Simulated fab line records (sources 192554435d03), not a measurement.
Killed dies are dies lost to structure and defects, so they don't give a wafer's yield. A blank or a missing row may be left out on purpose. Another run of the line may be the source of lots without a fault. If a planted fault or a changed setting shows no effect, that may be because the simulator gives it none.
Lot-split experiment + flow n5 finfet + route with 1938 steps; 7 lots, 21 wafers read

THE SPLIT
At N5_HKMG_FIN_ETCH_54 (etches SiARC in CF4, target depth 45.5 nm, time 75.8 s), the setting source w was moved away from the recipe's 545 W on 7 of the 21 wafers read, by -12.2% to +5.2%. The other wafers ran this setting at the recipe's value.

The reading is taken at the split's own step.

THE READING
rf vpp V, in V, at N5_HKMG_FIN_ETCH_54 (etches SiARC in CF4, target depth 45.5 nm, time 75.8 s). On this fab line, fault-free wafers typically give 183.9 V with a standard deviation of 1.1 V.

| wafer  | tool, chamber at the split | source w as run, W | against the recipe | rf vpp V, V | against lot-mates on the recipe |
|--------|----------------------------|--------------------|--------------------|-------------|---------------------------------|
| L075.1 | rie diel-06, 0             | 494.6              | -9.2%              | 189.6       | +6.8                            |
| L075.3 | rie diel-06, 2             | 494.6              | -9.2%              | 189.3       | +6.5                            |
| L075.4 | rie diel-06, 3             | 545                | recipe             | 182.8       | -                               |
| L083.1 | rie diel-01, 3             | 545                | recipe             | 185.3       | -                               |
| L083.2 | rie diel-01, 2             | 545                | recipe             | 184.9       | -                               |
| L083.6 | rie diel-01, 0             | 545                | recipe             | 183.6       | -                               |
| L084.3 | rie diel-01, 2             | 545                | recipe             | 185.8       | -                               |
| L084.4 | rie diel-01, 1             | 545                | recipe             | 183.9       | -                               |
| L084.6 | rie diel-01, 2             | 545                | recipe             | 184.6       | -                               |
| L089.1 | rie diel-05, 1             | 545                | recipe             | 183.3       | -                               |
| L089.2 | rie diel-05, 0             | 573.1              | +5.2%              | 182.5       | -1.2                            |
| L089.4 | rie diel-05, 3             | 545                | recipe             | 184.1       | -                               |
| L091.4 | rie diel-06, 0             | 478.7              | -12.2%             | 192.9       | +9.8                            |
| L091.5 | rie diel-06, 2             | 545                | recipe             | 183.1       | -                               |
| L091.6 | rie diel-06, 3             | 478.7              | -12.2%             | 192.7       | +9.6                            |
| L095.3 | rie diel-01, 0             | 545                | recipe             | 184.9       | -                               |
| L095.4 | rie diel-01, 1             | 545                | recipe             | 184.0       | -                               |
| L095.5 | rie diel-01, 2             | 545                | recipe             | 185.3       | -                               |
| L097.2 | rie diel-01, 2             | 520                | -4.6%              | 186.6       | +1.5                            |
| L097.4 | rie diel-01, 0             | 520                | -4.6%              | 189.4       | +4.3                            |
| L097.5 | rie diel-01, 2             | 545                | recipe             | 185.1       | -                               |

THE FIT
A straight line over all 21 wafers: rf vpp V changes by -0.628 V for each +1% of source w; r = -0.95; the points scatter about the line by 1 V.
The same after taking each lot's own level away (the mean of its wafers on the recipe; 21 wafers): -0.716 V for each +1%; r = -0.96; scatter 0.93 V.
According to that fit, moving source w by its largest amount changes the reading by 8.7 V.
Measured against the standard deviation above, the lots' own levels, which go from 182.80 to 185.10 V, span 2.1 times it.
Thus the slope moves with the lot-to-lot level: the two fits are different.
Check: +8.54 V against its lot-mates is what the line predicts for one of the wafers moved furthest among these (-12.2%) when that wafer is left out of the fit. It came out at +9.8 V against them.
Tool readings at the split's step, against how far the setting was moved: rf vpp V r = -0.95.

OTHER SPLITS ON THESE WAFERS
Other splits were also applied to these wafers ahead of the reading. Each is held against what the fit with the lots' levels taken away leaves over:
| other split on the same wafers | wafers away from the commonest value | r with rf vpp V (lot level and that fit taken away) |
|--------------------------------|--------------------------------------|-----------------------------------------------------|
| N5_SD_EPI_N_PEB_07 peb time s  | 7                                    | -0.23                                               |
| N5_SDB_COAT_04 spin rpm        | 7                                    | -0.15                                               |

FILE'S OWN FIT
rf vpp V changes by -0.706 V for each +1% of source w, r = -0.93.
